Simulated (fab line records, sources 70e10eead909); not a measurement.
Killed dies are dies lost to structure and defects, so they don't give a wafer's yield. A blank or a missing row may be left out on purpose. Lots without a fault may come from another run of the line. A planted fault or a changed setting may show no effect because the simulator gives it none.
A struck lot beside a sound one | flow nand_harc | 15 steps out of a route of 1159
Sound: wafers L665.1, L665.3, L665.4. Struck: wafer L684.3. (L684.1, L684.2 of the same lot were not struck and are left out.) The cause comes at the end.
At each step with rows: each side's tool, then ch and its chambers, then its first start. Under that, the readings that differ: sound wafers | struck wafers | difference of the means | sigmas: that difference in standard deviations of wafers without a fault.
alike: readings whose means differ by less than 2 such deviations, and words and numbers that are the same on both sides. not compared: withheld readings, readings that some wafer has no value for, bounds like >300 that may hide the same value, and numbers for which the record gives no deviation and whose values overlap.
The two part at a step that has a row with sigmas, a row that says differs or no value, or rows on one side only. Numbers that don't overlap but have no deviation are shown without sigmas and don't part them. A reading that every wafer of one side lacks parts them only if that side has two wafers or more.

first, 4 steps without rows for these wafers: NHARC_P_CONTACT_EBR_08; NHARC_P_CONTACT_EXPOSE_09 (exposes mask P CA, target cd 90 nm); NHARC_P_CONTACT_PEB_10 (peb time 65 s); NHARC_P_CONTACT_DEVELOP_11 (develop time 35 s).
NHARC_P_CONTACT_CD_MEAS_12: target cd 90 nm.
  sound on cd_sem-03 ch 0, day 6 15:31; struck on cd_sem-03 ch 0, day 11 10:13
  alike: cd_nm
NHARC_P_CONTACT_OVL_MEAS_13:
  sound on overlay-02, day 6 15:36; struck on overlay-01, day 11 10:19
  reading           | sound         | struck | difference | sigmas
  overlay_y_nm (nm) | -0.5 0.0 -0.5 | 1.0    | +1.3       | +2
  alike: overlay_x_nm
NHARC_P_CONTACT_INSPECT_14:
  sound on defect_inspect-02, day 6 15:38; struck on defect_inspect-02, day 11 10:21
  reading          | sound | struck | difference | sigmas
  raw_defect_count | 6 0 1 | 8      | +6         | +3
NHARC_P_CONTACT_DESCUM_17: chemistry O2, time 3 s.
  sound on rie_diel-13 ch 0,1,3, day 6 15:41; struck on rie_diel-13 ch 1, day 11 10:25
  reading                | sound | struck | difference | sigmas
  rf_hours_counter_h (h) | 3 3 3 | 15     | +12        |
  alike: drypump_motor_current_A, oes_product_au, rf_vpp_V, showerhead_plenum_p_Torr, throttle_valve_pct
NHARC_P_CONTACT_ETCH_35: etches the open film in CF4, target depth 39 nm, time 65 s.
  sound on rie_diel-13 ch 1,2,3, day 6 15:47; struck on rie_diel-13 ch 2, day 11 10:29
  reading                | sound                | struck | difference | sigmas
  rf_hours_counter_h (h) | 3 3 3                | 14     | +11        |
  throttle_valve_pct (%) | 13.289 13.281 13.282 | 13.264 | -0.020     | -2
  alike: bias_w, drypump_motor_current_A, oes_product_au, rf_vpp_V, run_length_s, showerhead_plenum_p_Torr
NHARC_P_CONTACT_ETCH_36: etches the open film in N2/H2, target depth 260 nm, time 406.25 s.
  sound on rie_diel-13 ch 0,2,3; struck on rie_diel-13 ch 2
  reading                | sound             | struck | difference | sigmas
  bias_w (W)             | 150.3 150.2 149.0 | 150.8  | +1.0       | +2
  rf_hours_counter_h (h) | 3 3 3             | 15     | +12        |
  run_length_s (s)       | 427.2 428.2 427.4 | 426.7  | -0.9       | -2
  alike: drypump_motor_current_A, oes_product_au, rf_vpp_V, showerhead_plenum_p_Torr, throttle_valve_pct
NHARC_P_CONTACT_ETCH_18: etches the open film in C4F8/O2/Ar, target depth 481 nm, time 240.5 s.
  sound on rie_diel-13 ch 0,2,3; struck on rie_diel-13 ch 3
  reading                | sound             | struck | difference | sigmas
  oes_product_au (a.u.)  | 0.938 0.936 0.912 | 0.992  | +0.063     | +4
  rf_hours_counter_h (h) | 3 3 3             | 13     | +10        |
  alike: bias_w, rf_vpp_V, run_length_s
then, 1 step without rows for these wafers: NHARC_P_CONTACT_STRIP_37 (strips in C4F8/O2/Ar).
NHARC_P_CONTACT_ETCH_31: etches the open film in CH3F/O2, target depth 30 nm, time 85.7 s.
  sound on rie_diel-13 ch 0,1,3, day 6 16:26; struck on rie_diel-13 ch 0, day 11 11:10
  reading                | sound             | struck | difference | sigmas
  rf_hours_counter_h (h) | 3 3 3             | 15     | +12        |
  rf_vpp_V (V)           | 246.8 245.2 246.6 | 242.7  | -3.5       | -2
  run_length_s (s)       | 106.7 107.7 106.8 | 59.1   | -48.0      | -99 or more
  alike: drypump_motor_current_A, oes_product_au, showerhead_plenum_p_Torr, throttle_valve_pct
  not compared: bias_w
NHARC_P_CONTACT_CD_MEAS_19:
  sound on cd_sem-02, day 6 16:34; struck on cd_sem-02, day 11 11:17
  alike: cd_nm
-- the record jumps here: 14 days lie between the struck wafers' starts before and after (it left off in module P_CONTACT and takes up again in module END, whose first step shown is number 1159 of the route) --
NHARC_END_SORT_01:
  the record has rows for the struck wafers here (prober-02 ch 0, day 25 01:17) and none for the sound ones

WHERE THEY PART
First at NHARC_P_CONTACT_OVL_MEAS_13; last, within this record, at NHARC_END_SORT_01.

WHY: what the simulator had put in
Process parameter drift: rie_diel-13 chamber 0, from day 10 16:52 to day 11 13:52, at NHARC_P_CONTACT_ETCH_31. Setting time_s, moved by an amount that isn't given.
